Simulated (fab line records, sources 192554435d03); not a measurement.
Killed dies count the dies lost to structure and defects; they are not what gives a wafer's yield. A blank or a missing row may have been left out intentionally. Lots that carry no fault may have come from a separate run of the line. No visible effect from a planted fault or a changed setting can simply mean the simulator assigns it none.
A lot that was struck, set against a sound lot :: flow n5Finfet :: 16 out of 1938 route steps
Sound: the wafers L136.3, L136.5, L136.6. The struck wafers were L149.1, L149.2, L149.5. The cause is given at the end.
For every step that has rows: the tool of each side, followed by ch and its chambers, followed by its first start. Under that, the readings that differ: sound wafers :: struck wafers :: difference of the means :: sigmas: that difference in standard deviations of wafers without a fault.
alike: readings with means less than 2 such deviations apart, plus words and numbers identical on both sides. not compared: withheld readings, readings lacking a value on some wafer, bounds such as >300 that could conceal the same value, and numbers that have no deviation in the record and whose values overlap.
Wherever a step has rows on one side only, a row that says differs or no value, or a row with sigmas, the two part there. Numbers that don't overlap but have no deviation are shown without sigmas and don't part them. A reading missing from all wafers of one side parts the sides only when that side holds two or more wafers.

first, 7 steps without rows for these wafers: N5_HKMG_FIN_COAT_42 (time 60 s, resist thk 35 nm); N5_HKMG_FIN_COAT_43 (resist thk 90 nm); N5_HKMG_FIN_EBR_45; N5_HKMG_FIN_SOFTBAKE_44 (time 60 s); N5_HKMG_FIN_EXPOSE_46 (exposes mask NDIPOLE); N5_HKMG_FIN_PEB_47 (peb time 60 s); N5_HKMG_FIN_DEVELOP_48 (develop time 30 s).
N5_HKMG_FIN_CD_MEAS_49: target cd 202 nm.
  sound on cdSem-02 ch 0, day 4 11:28; struck on cdSem-03 ch 0, day 7 11:25
  alike: cdNm
N5_HKMG_FIN_OVL_MEAS_50:
  sound on overlay-02 ch 0, day 4 11:30; struck on overlay-01 ch 0, day 7 11:26
  alike: NDIPOLE_OVL
N5_HKMG_FIN_INSPECT_61: inspects for defects (macro).
  struck on defectInspect-01, day 7 11:28; sound on defectInspect-01, day 4 11:32
reading: rawDefectCount
sound: 1 0 4
struck: 6 4 4
difference: +3
sigmas: +2
N5_HKMG_FIN_DESCUM_53: chemistry O2, time 7.9 s.
  sound on rieDiel-01 ch 2,3, day 4 11:35; struck on rieDiel-06 ch 0,1, day 7 11:51
  alike: drypumpMotorCurrentA, oesProductAu, rfFwdPowerW, rfVppV, showerheadPlenumPTorr, throttleValvePct
  not compared: rfHoursCounterH
N5_HKMG_FIN_ETCH_54: etches SiARC in CF4, target depth 45.5 nm, time 75.8 s.
  sound on rieDiel-01 ch 2,3, day 4 11:37; struck on rieDiel-06 ch 0,1, day 7 11:53
reading: rfFwdPowerW (W)
sound: 544.0 544.1 538.5
struck: 538.7 537.8 538.4
difference: -3.9
sigmas: -2
  alike: drypumpMotorCurrentA, etchRfOnTimeS, oesProductAu, rfVppV, showerheadPlenumPTorr, throttleValvePct
  not compared: rfHoursCounterH
N5_HKMG_FIN_ETCH_55: etches SOC in N2/H2, target depth 240 nm, time 300 s.
  sound on rieDiel-01 ch 2,3, day 4 11:40; struck on rieDiel-06 ch 0,1, day 7 11:56
reading: oesProductAu (a.u.)
sound: 0.98 0.98 0.70
struck: 1.17 1.29 1.28
difference: +0.36
sigmas: +4

reading: model.etch.depthNm (nm)
sound: 241.9 242.1 236.2
struck: 378.8 378.4 377.1
difference: +138.0
sigmas: 

reading: model.HKMG_FIN.featureDepthNm (nm)
sound: 242 242.2 236.2
struck: 378.8 378.4 377
difference: +137.9
sigmas: 

reading: model.SiARC_of_HKMG_FIN_COAT_42.thkNm (nm)
sound: 21 21 21.6
struck: 13.4 12.8 13
difference: -8.1
sigmas: 
  alike: drypumpMotorCurrentA, rfFwdPowerW, rfVppV, showerheadPlenumPTorr, throttleValvePct
  not compared: rfHoursCounterH
then, 1 step without rows for these wafers: N5_HKMG_FIN_STRIP_56 (strips in N2/H2).
-- record jumps: 4 days separate the struck wafers' starts on either side; left off in module HKMG_FIN, taken up again in module BEOL_M4, whose first shown step is the route's number 1111 --
N5_BEOL_M4_RC_MEAS_101:
  sound on prober-01 ch 0, day 8 02:57; struck on prober-02 ch 0, day 11 06:31
reading: DIBL_P (mV/V)
sound: 38.3 37.9 39.9
struck: 35.4 33.7 34.1
difference: -4.3
sigmas: -2
  alike: DIBL_N, IOFF_N, IOFF_P, ION_N, ION_P, SS_N, SS_P, VT_N, VT_P
-- the record jumps here: 4 days lie between the struck wafers' starts before and after (it left off in module BEOL_M4 and takes up again in module PASSIVATION, whose first step shown is number 1936 of the route) --
N5_PASSIVATION_PROBE_49:
  rows exist in the record for the struck wafers here (prober-02, day 15 12:58), but not for the sound ones

## WHERE THEY PART
At N5_HKMG_FIN_INSPECT_61 first; at N5_PASSIVATION_PROBE_49 last (within this record only).

WHY: whatever the simulator had introduced
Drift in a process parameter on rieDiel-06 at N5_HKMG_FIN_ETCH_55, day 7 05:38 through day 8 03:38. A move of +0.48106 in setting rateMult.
